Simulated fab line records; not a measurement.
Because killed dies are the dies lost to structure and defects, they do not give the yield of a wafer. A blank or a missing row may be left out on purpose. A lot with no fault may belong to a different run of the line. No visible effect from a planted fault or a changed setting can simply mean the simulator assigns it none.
fab line records | flow nandHarc
record: lots: 12 wafers: 35 lastDay: 33
route steps=1302 shown A_BLC@1120 A_M0@1145
lots that met no fault: taken from a fault-free run of the same line
startH: hours from the record's first day to the start of the lot's first wafer shown | waitH: hours elapsed since this lot's preceding step | " as in the row above | L1.1+2: one row covering several wafers at once | - either no value or no given start | * or withheld: withheld | < > ~ a bound
route shown NAME@n: a module of which the file shows steps, and the number in the route of the first | usual: the fault-free wafers' mean and standard deviation | same: alike in all rows | chamber/n: place in a boat | sites: readings site by site | _std_site: the values' standard deviation | _edge_site: inner sites' mean taken away from outer sites' mean | radiusMm: for every site, how far away it sits from the centre of the wafer | mask NAME#n: copy n | behind: the tool/chamber that last shaped the wafer | hold: reason for holding the lot/hours on hold/outcome of the hold | device: the transistor (n, p or np) that didn't switch | end of line: the tests these same wafers got at the end of their route | a step without rows: its recipe alone | killed: count of dies lost to structure and defects at first sort (not the wafer's yield) | map: the dies of a wafer, with x for killed, . for not killed, _ for no die there
set.NAME: the setting as run; set.NAME@STEP: as run at that earlier step | model.NAME: the simulator's own value behind a step, which no gauge read
a sample of lots followed through the steps of the route, with each step as a table and each wafer as a row
services: the hour from which a tool's chamber was out of use, counted from the record's first day as startH (under 0 if before that day), plus the number of hours and why
== steps ==
step: NHARC_A_BLC_DESCUM_15
recipe: timeS: 3 o2FlowSccm: 200 arFlowSccm: 0 biasPowerW: 0 chemistry: O2
usual: drypumpMotorCurrentA: 5.7/0.48 oesProductAu: 0.996/0.011 rfVppV: 57.9/0.93 showerheadPlenumPTorr: 1.92/0.096 throttleValvePct: 11.311/0.0088
columns lot.wafer tool chamber startH waitH drypumpMotorCurrentA oesProductAu rfHoursCounterH rfVppV showerheadPlenumPTorr throttleValvePct
L973.2 rieDiel-06 0 528.91 0.1 6.0 1.006 1 57.9 2.05 11.320
L973.1 " 1 " " 4.9 1.003 1 57.8 1.82 11.299
L973.6 " 3 " " 5.8 1.002 - 59.5 2.06 11.318
L974.4 rieDiel-07 0 530.64 0.1 5.4 1.012 4 57.8 1.80 11.307
L974.3 " 1 " " 6.4 0.990 5 57.7 1.94 11.293
L974.2 " 3 " " 5.2 0.995 3 58.5 1.86 11.318
L975.2 rieDiel-06 2 537.77 0.1 5.7 0.992 2 56.7 1.94 11.319
L975.1 " 0 " " 6.0 0.999 2 59.1 2.05 11.315
L975.5 " 1 " " 4.9 0.999 - 58.0 1.82 11.315
L977.3 rieDiel-06 1 560.85 0.1 4.9 1.002 4 57.6 1.82 11.318
L977.2 " 2 " " 5.7 0.981 3 58.0 1.94 11.310
L977.6 " 1 " " 5.0 1.011 - 56.9 1.82 11.312
L979.3 rieDiel-06 2 574.68 0.1 5.7 0.985 5 57.2 1.93 11.302
L979.6 " 1 " " 4.9 1.012 - 57.9 1.82 11.319
L979.5 " 2 " " 5.7 0.983 - 57.5 1.94 11.303
L980.1 rieDiel-07 1 577.83 0.1 6.4 0.986 7 59.3 1.94 11.328
L980.3 " 2 " " 6.3 0.987 7 57.3 1.86 11.304
L980.6 " 1 " " 6.3 0.996 - 58.7 1.94 11.308
L982.1 rieDiel-06 0 616.71 0.1 6.0 0.998 8 56.5 2.05 11.325
L982.2 " 3 " " 5.9 0.992 9 57.0 2.06 11.310
L982.5 " 0 " " 6.0 0.998 - 58.3 2.05 11.309
L989.1 rieDiel-07 3 669.90 0.1 5.2 1.006 1 57.4 1.86 11.314
L989.6 " 3 " " 5.2 1.010 - 57.3 1.86 11.306
L993.1 rieDiel-03 1 712.72 0.1 4.7 1.003 24 59.2 2.07 11.312
L993.3 " 2 " " 5.8 0.989 22 58.0 1.91 11.301
L993.6 " 0 " " 5.4 1.003 - 57.0 1.80 11.315
L994.4 rieDiel-07 3 734.95 0.1 5.2 1.006 7 58.7 1.86 11.319
L994.1 " 0 " " 5.4 1.009 6 58.3 1.80 11.327
L994.5 " 3 " " 5.2 1.016 - 57.2 1.86 11.324
L995.4 rieDiel-07 3 741.85 0.1 5.2 1.007 8 57.2 1.86 11.310
L995.1 " 0 " " 5.4 0.999 8 57.6 1.80 11.306
L995.3 " 2 " " 6.4 0.997 8 58.3 1.86 11.312
L996.2 rieDiel-03 0 751.84 0.1 5.4 1.009 39 58.3 1.80 11.310
L996.4 " 2 " " 5.8 0.992 35 59.1 1.91 11.324
L996.5 " 0 " " 5.4 1.013 - 59.5 1.80 11.325
step: NHARC_A_BLC_INSPECT_28
usual: rawDefectCount: 492/140
columns lot.wafer tool chamber startH waitH rawDefectCount
L973.1 defectInspect-02 - 531.85 0.1 593
L973.2 " - " " 579
L973.6 " - " " 617
L974.2 defectInspect-01 - 533.67 0.1 300
L974.3 " - " " 246
L974.4 " - " " 364
L975.1 defectInspect-01 - 540.70 0.1 443
L975.2 " - " " 416
L975.5 " - " " 450
L977.2 defectInspect-02 - 564.21 0.1 397
L977.3 " - " " 421
L977.6 " - " " 542
L979.3 defectInspect-01 - 577.61 0.1 502
L979.5 " - " " 570
L979.6 " - " " 469
L980.1 defectInspect-02 - 580.77 0.1 481
L980.3 " - " " 485
L980.6 " - " " 478
L982.1 defectInspect-01 - 619.69 0.1 358
L982.2 " - " " 397
L982.5 " - " " 305
L989.1 defectInspect-02 - 672.98 0.1 717
L989.6 " - " " 516
L993.1 defectInspect-01 - 715.76 0.1 365
L993.3 " - " " 451
L993.6 " - " " 383
L994.1 defectInspect-01 - 737.89 0.1 361
L994.4 " - " " 385
L994.5 " - " " 326
L995.1 defectInspect-02 - 744.80 0.1 499
L995.3 " - " " 686
L995.4 " - " " 570
L996.2 defectInspect-01 - 754.78 0.1 428
L996.4 " - " " 466
L996.5 " - " " 572
step: NHARC_A_M0_PEB_07
recipe: pebTempC: 100 pebTimeS: 65
usual: heaterPowerTotalW: 156.6/0.43 plateTempC: 100.00/0.12
columns lot.wafer tool chamber startH waitH heaterPowerTotalW plateTempC
L973.1 lithoTrack-01 0 532.67 0.1 157.2 99.86
L973.2 " 0 " " 157.0 100.03
L973.6 " 0 " " 156.5 99.84
L974.2 lithoTrack-01 0 534.49 0.1 157.0 100.01
L974.3 " 0 " " 156.0 99.85
L974.4 " 0 " " 157.2 100.00
L975.1 lithoTrack-06 0 541.53 0.1 156.2 100.18
L975.2 " 0 " " 156.1 100.17
L975.5 " 0 " " 156.1 100.24
L977.2 lithoTrack-06 0 565.03 0.1 156.1 100.03
L977.3 " 0 " " 156.9 100.09
L977.6 " 0 " " 157.1 99.96
L979.3 lithoTrack-06 0 578.44 0.0 156.5 100.12
L979.5 " 0 " " 156.0 100.15
L979.6 " 0 " " 157.2 100.25
L980.1 lithoTrack-01 0 581.59 0.1 157.0 99.83
L980.3 " 0 " " 156.9 100.00
L980.6 " 0 " " 156.0 99.98
L982.1 lithoTrack-04 0 620.39 0.1 156.2 100.10
L982.2 " 0 " " 156.4 99.85
L982.5 " 0 " " 156.6 100.07
L989.1 lithoTrack-06 0 673.80 0.1 155.1 99.27
L989.6 " 0 " " 154.9 99.58
L993.1 lithoTrack-01 0 716.59 0.1 157.1 99.98
L993.3 " 0 " " 156.3 100.05
L993.6 " 0 " " 156.2 99.92
L994.1 lithoTrack-04 0 738.72 0.1 156.9 100.19
L994.4 " 0 " " 156.8 100.30
L994.5 " 0 " " 157.1 100.28
L995.1 lithoTrack-06 0 745.63 0.1 156.4 99.93
L995.3 " 0 " " 155.9 99.73
L995.4 " 0 " " 157.0 99.98
L996.2 lithoTrack-04 0 755.74 0.1 156.4 100.10
L996.4 " 0 " " 156.0 100.07
L996.5 " 0 " " 156.6 100.08
step: NHARC_A_M0_CD_MEAS_09
recipe: targetCdNm: 80 landingEnergyEv: 500
usual: cdNm: 79.9/0.69
columns lot.wafer tool chamber startH waitH cdNm
L973.1 cdSem-03 0 532.75 - 80.1
L973.2 " 0 " " 81.0
L973.6 " 0 " " 79.9
L974.2 cdSem-03 0 534.57 - 81.4
L974.3 " 0 " " 79.9
L974.4 " 0 " " 80.3
L975.1 cdSem-03 0 541.61 - 78.7
L975.2 " 0 " " 79.4
L975.5 " 0 " " 79.1
L977.2 cdSem-02 0 565.11 - 79.4
L977.3 " 0 " " 79.4
L977.6 " 0 " " 80.6
L979.3 cdSem-01 0 578.52 - 79.7
L979.5 " 0 " " 80.0
L979.6 " 0 " " 81.0
L980.1 cdSem-03 0 581.67 - 79.7
L980.3 " 0 " " 79.3
L980.6 " 0 " " 80.1
L982.1 cdSem-03 0 620.47 - 80.2
L982.2 " 0 " " 79.7
L982.5 " 0 " " 80.5
L989.1 cdSem-03 0 673.88 - 77.2
L989.6 " 0 " " 77.8
L993.1 cdSem-01 0 716.67 - 80.2
L993.3 " 0 " " 80.1
L993.6 " 0 " " 80.4
L994.1 cdSem-02 0 738.80 - 79.6
L994.4 " 0 " " 80.8
L994.5 " 0 " " 79.5
L995.1 cdSem-02 0 745.71 - 80.2
L995.3 " 0 " " 79.8
L995.4 " 0 " " 80.2
L996.2 cdSem-02 0 755.82 - 79.9
L996.4 " 0 " " 79.7
L996.5 " 0 " " 79.3
step: NHARC_A_M0_OVL_MEAS_10
recipe: pitchNm: 160
usual: overlayXNm: -0.1/0.93 overlayYNm: -0.1/1
columns lot.wafer tool chamber startH waitH overlayXNm overlayYNm
L973.1 overlay-01 - 532.84 - -0.1 0.5
L973.2 " - " " -0.6 0.3
L973.6 " - " " -0.6 0.9
L974.2 overlay-01 - 534.66 - -1.6 -1.3
L974.3 " - " " -0.8 -0.6
L974.4 " - " " -1.0 -0.7
L975.1 overlay-01 - 541.70 - 0.6 1.3
L975.2 " - " " 1.5 1.1
L975.5 " - " " 0.7 1.5
L977.2 overlay-02 - 565.20 - 1.3 -1.5
L977.3 " - " " 1.0 -1.3
L977.6 " - " " 1.1 -1.5
L979.3 overlay-01 - 578.60 - -0.2 -0.5
L979.5 " - " " -0.5 -0.6
L979.6 " - " " -1.6 -0.3
L980.1 overlay-01 - 581.76 - -1.4 -0.1
L980.3 " - " " -1.2 -0.3
L980.6 " - " " -1.9 -0.5
L982.1 overlay-02 - 620.55 - -1.7 1.1
L982.2 " - " " -2.4 1.3
L982.5 " - " " -2.0 1.6
L989.1 overlay-01 - 673.97 - 0.4 -0.4
L989.6 " - " " 0.2 0.1
L993.1 overlay-02 - 716.76 - -0.3 -0.1
L993.3 " - " " -0.7 0.1
L993.6 " - " " -0.6 0.4
L994.1 overlay-02 - 738.88 - -1.2 0.1
L994.4 " - " " -0.8 0.2
L994.5 " - " " -1.2 0.2
L995.1 overlay-01 - 745.80 - -0.2 -0.6
L995.3 " - " " 0.1 -0.2
L995.4 " - " " 0.1 -0.4
L996.2 overlay-02 - 755.91 - -0.3 0.3
L996.4 " - " " 0.1 -0.5
L996.5 " - " " 0.2 -0.8
step: NHARC_A_M0_CD_MEAS_16
usual: cdNm: 79.8/0.8
columns lot.wafer tool chamber startH waitH cdNm
L973.1 cdSem-01 - 533.24 - 79.0
L973.2 " - " " 80.0
L973.6 " - " " 79.8
L974.2 cdSem-03 - 535.06 - 81.3
L974.3 " - " " 79.7
L974.4 " - " " 79.6
L975.1 cdSem-03 - 542.10 - 78.6
L975.2 " - " " 78.9
L975.5 " - " " 78.8
L977.2 cdSem-01 - 565.60 - 78.9
L977.3 " - " " 79.4
L977.6 " - " " 80.6
L979.3 cdSem-02 - 579.01 - 79.3
L979.5 " - " " 80.4
L979.6 " - " " 80.9
L980.1 cdSem-03 - 582.15 - 79.4
L980.3 " - " " 78.6
L980.6 " - " " 80.0
L982.1 cdSem-02 - 620.95 - 80.0
L982.2 " - " " 79.5
L982.5 " - " " 80.3
L989.1 cdSem-01 - 674.39 - 76.7
L989.6 " - " " 77.5
L993.1 cdSem-03 - 717.15 - 80.5
L993.3 " - " " 79.7
L993.6 " - " " 79.4
L994.1 cdSem-03 - 739.28 - 80.2
L994.4 " - " " 79.9
L994.5 " - " " 79.4
L995.1 cdSem-03 - 746.19 - 80.4
L995.3 " - " " 79.7
L995.4 " - " " 80.5
L996.2 cdSem-02 - 756.32 - 80.0
L996.4 " - " " 79.8
L996.5 " - " " 79.5
== services ==
columns tool chamber startH hours kind
lithoTrack-01 - 505.00 7.0 pm
rieDiel-06 0 517.82 - clean
rieDiel-06 1 517.82 - clean
rieDiel-06 2 517.82 - clean
rieDiel-06 3 517.82 - clean
rieDiel-07 3 524.02 6.2 repair
lithoTrack-06 - 529.00 7.0 pm
lithoTrack-04 - 553.00 7.0 pm
rieDiel-03 - 565.19 7.5 repair
rieDiel-06 1 609.44 2.8 repair
rieDiel-06 3 634.62 7.7 repair
rieDiel-03 - 635.48 9.0 pm
rieDiel-06 2 636.69 6.9 repair
rieDiel-07 - 649.24 9.0 pm
rieDiel-06 3 658.72 21.6 repair
rieDiel-06 - 661.23 9.0 pm
rieDiel-03 0 671.03 6.0 repair
lithoTrack-01 - 680.00 7.0 pm
lithoTrack-06 - 704.01 7.0 pm
rieDiel-07 2 707.56 5.1 repair
rieDiel-03 2 716.68 6.0 repair
rieDiel-07 0 723.26 7.1 repair
rieDiel-07 3 727.41 4.6 repair
lithoTrack-04 - 728.00 7.0 pm
== key ==
firstSign: step: NHARC_A_M0_PEB_07 reading: plateTempC direction: down sigmas: 4.7 usual: * struck: *
effect: step: NHARC_A_M0_PEB_07 reading: heaterPowerTotalW direction: down sigmas: 3.8 usual: * struck: *
effect: step: NHARC_A_M0_CD_MEAS_09 reading: cdNm direction: down sigmas: 3.5 usual: 79.9 struck: 77.5
effect: step: NHARC_A_M0_CD_MEAS_16 reading: cdNm direction: down sigmas: 3.4 usual: 79.8 struck: 77.1
metAt NHARC_A_M0_PEB_07
struckLots L989
notActingAt NHARC_A_BLC_DESCUM_15,NHARC_A_BLC_INSPECT_28,NHARC_A_M0_OVL_MEAS_10
onsetBetween 578.44 673.80
fault: kind: processParameterDrift tool: lithoTrack-06 chamber: - onsetH: 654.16 steps: NHARC_A_M0_PEB_07 channel: pebTempC offset: * shape: step endH: 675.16 actsIn: * stated: *
